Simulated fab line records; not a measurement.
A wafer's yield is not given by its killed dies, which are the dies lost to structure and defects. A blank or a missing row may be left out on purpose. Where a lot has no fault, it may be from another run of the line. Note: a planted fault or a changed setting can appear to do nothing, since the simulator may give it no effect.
Split-lot study ; flow n5 finfet ; on a route of 1938 steps: 7 lots, 21 wafers read

== THE SPLIT ==
At N5_HKMG_FIN_COAT_85 (time 60 s, resist thk 300 nm), the setting spin rpm was moved away from the recipe's 1500 rpm on 7 of the 21 wafers read, by -11.0% to +9.2%. The other wafers ran this setting at the recipe's value.

The reading comes from the split's own step.

== THE READING ==
SOC_of_HKMG_FIN_COAT_85.thk nm (the simulator's own value, which no gauge read), in nm, at N5_HKMG_FIN_COAT_85 (time 60 s, resist thk 300 nm). The file does not state a usual value for it. Across the 14 wafers here that went through the recipe, the average is 299.3 nm and the standard deviation 0.96 nm.

wafer;tool, chamber at the split;spin rpm as run, rpm;against the recipe;SOC_of_HKMG_FIN_COAT_85.thk nm, nm;against lot-mates on the recipe
L081.3;litho track-05, 0;1500;recipe;299.8;-
L081.4;litho track-05, 0;1500;recipe;299.4;-
L081.5;litho track-05, 0;1500;recipe;299.6;-
L082.1;litho track-03, 0;1556;+3.7%;293.6;-5.2
L082.2;litho track-03, 0;1500;recipe;298.8;-
L082.5;litho track-03, 0;1556;+3.7%;294.4;-4.4
L087.3;litho track-03, 0;1500;recipe;301;-
L087.4;litho track-03, 0;1500;recipe;301.2;-
L087.5;litho track-03, 0;1638;+9.2%;288.8;-12.3
L089.2;litho track-05, 0;1500;recipe;299;-
L089.4;litho track-05, 0;1500;recipe;299.8;-
L089.6;litho track-05, 0;1500;recipe;298.6;-
L091.2;litho track-05, 0;1337;-10.9%;316;+18.1
L091.5;litho track-05, 0;1500;recipe;298.2;-
L091.6;litho track-05, 0;1500;recipe;297.6;-
L093.1;litho track-04, 0;1415;-5.7%;308.4;+10.0
L093.3;litho track-04, 0;1415;-5.7%;308;+9.6
L093.5;litho track-04, 0;1500;recipe;298.4;-
L097.1;litho track-05, 0;1500;recipe;299.4;-
L097.5;litho track-05, 0;1335;-11.0%;317.8;+18.3
L097.6;litho track-05, 0;1500;recipe;299.6;-

FIT RESULTS
A straight line over all 21 wafers: SOC_of_HKMG_FIN_COAT_85.thk nm changes by -1.48 nm for each +1% of spin rpm; r = -0.99; the points scatter about the line by 1.2 nm.
The same after taking each lot's own level away (the mean of its wafers on the recipe; 21 wafers): -1.57 nm for each +1%; r = -1.00; scatter 0.68 nm.
On that fit, the largest move of spin rpm shifts the reading by 17 nm.
The span of the lots' own levels, 297.90 to 301.10 nm, comes to 3.3 times the standard deviation stated above.
The two slopes are in agreement: the lot-to-lot level therefore moves the slope only a little.
Check: with one of the wafers moved furthest among these (-11.0%) left out of the fit, the line predicts +17.3 nm for it against its lot-mates. Against them it came out at +18.3 nm.

== FURTHER SPLITS ON THESE WAFERS ==
Other splits were also applied to these wafers ahead of the reading. Each is held against what the fit with the lots' levels taken away leaves over:
other split on the same wafers;wafers away from the commonest value;r with SOC_of_HKMG_FIN_COAT_85.thk nm (lot level and that fit taken away)
N5_SD_EPI_N_DEVELOP_08 develop time s;5;-0.19
N5_SDB_COAT_05 spin rpm;7;+0.08
N5_HKMG_FIN_CVD_62 temp c;7;-0.30

== THE FILE'S OWN FIT ==
SOC_of_HKMG_FIN_COAT_85.thk nm changes by -1.58 nm for each +1% of spin rpm, r = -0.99.
